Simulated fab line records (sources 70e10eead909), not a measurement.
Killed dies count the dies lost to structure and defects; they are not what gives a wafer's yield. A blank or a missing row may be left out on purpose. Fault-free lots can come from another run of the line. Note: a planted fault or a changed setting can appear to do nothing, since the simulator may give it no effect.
Matching of chambers + flow nand-harc + pecvd-01 running NHARC_A_STAIRCASE_DEP_151: 3 sister chambers
The step deposits SiO2, target thk 7200 nm. 14 wafers are shown with their chamber, then 7 later ones without.

WAFERS PAIRED WITH THEIR CHAMBERS
| wafer  | chamber | heater-power-w (W) | rf-fwd-power-W (W) |
|--------|---------|--------------------|--------------------|
| L820.1 | 0       | 593                | 498.4              |
| L820.2 | 1       | 940                | 497.6              |
| L820.3 | 2       | 586                | 496.3              |
| L823.3 | 2       | 654                | 500.5              |
| L823.4 | 1       | 769                | 498.6              |
| L823.5 | 2       | 540                | 499.1              |
| L830.1 | 0       | 550                | 497.6              |
| L830.4 | 0       | 535                | 499.6              |
| L830.6 | 2       | 537                | 498.3              |
| L831.4 | 0       | 548                | 498.4              |
| L831.5 | 2       | 525                | 500.4              |
| L831.6 | 1       | 802                | 496.1              |
| L836.2 | 0       | 528                | 498.9              |
| L836.3 | 2       | 589                | 502.3              |

SIGNATURES (averages over the wafers above)
| reading        | chamber 0 | chamber 1 | chamber 2 | scatter within a chamber |
|----------------|-----------|-----------|-----------|--------------------------|
| heater-power-w | 550.80    | 837.00    | 571.83    | 52.8                     |
| rf-fwd-power-W | 498.580   | 497.433   | 499.483   | 1.56                     |
Rule: distance of a wafer from a chamber = root of the sum over the readings of ((wafer's reading minus chamber's mean) / reading's scatter) squared. The wafer belongs to the nearest chamber; if the next one is less than 2 further off, it can't be placed. The scatter is the square root of a quotient: the sum, over the shown wafers, of each reading's squared deviation from its chamber's mean, divided by wafers minus chambers.

WAFERS WHOSE CHAMBER IS MISSING
| wafer  | heater-power-w (W) | rf-fwd-power-W (W) |
|--------|--------------------|--------------------|
| L836.4 | 544                | 497.3              |
| L839.2 | 647                | 498.1              |
| L839.4 | 828                | 498.2              |
| L839.5 | 507                | 500.4              |
| L840.1 | 537                | 498.3              |
| L840.3 | 572                | 499.4              |
| L840.4 | 814                | 502.3              |

EACH ONE'S CHAMBER
| wafer  | from the rows above          | in truth |
|--------|------------------------------|----------|
| L836.4 | can't be placed: 0 or 2      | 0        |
| L839.2 | can't be placed: 2 or 0 or 1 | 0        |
| L839.4 | 1                            | 1        |
| L839.5 | can't be placed: 2 or 0      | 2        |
| L840.1 | can't be placed: 0 or 2      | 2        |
| L840.3 | can't be placed: 2 or 0      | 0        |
| L840.4 | can't be placed: 1 or 2      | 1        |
1 of 7 placed correctly. From these rows, 6 cannot be placed; in 6 the true chamber is one of the candidates. Wrongly placed: 0.
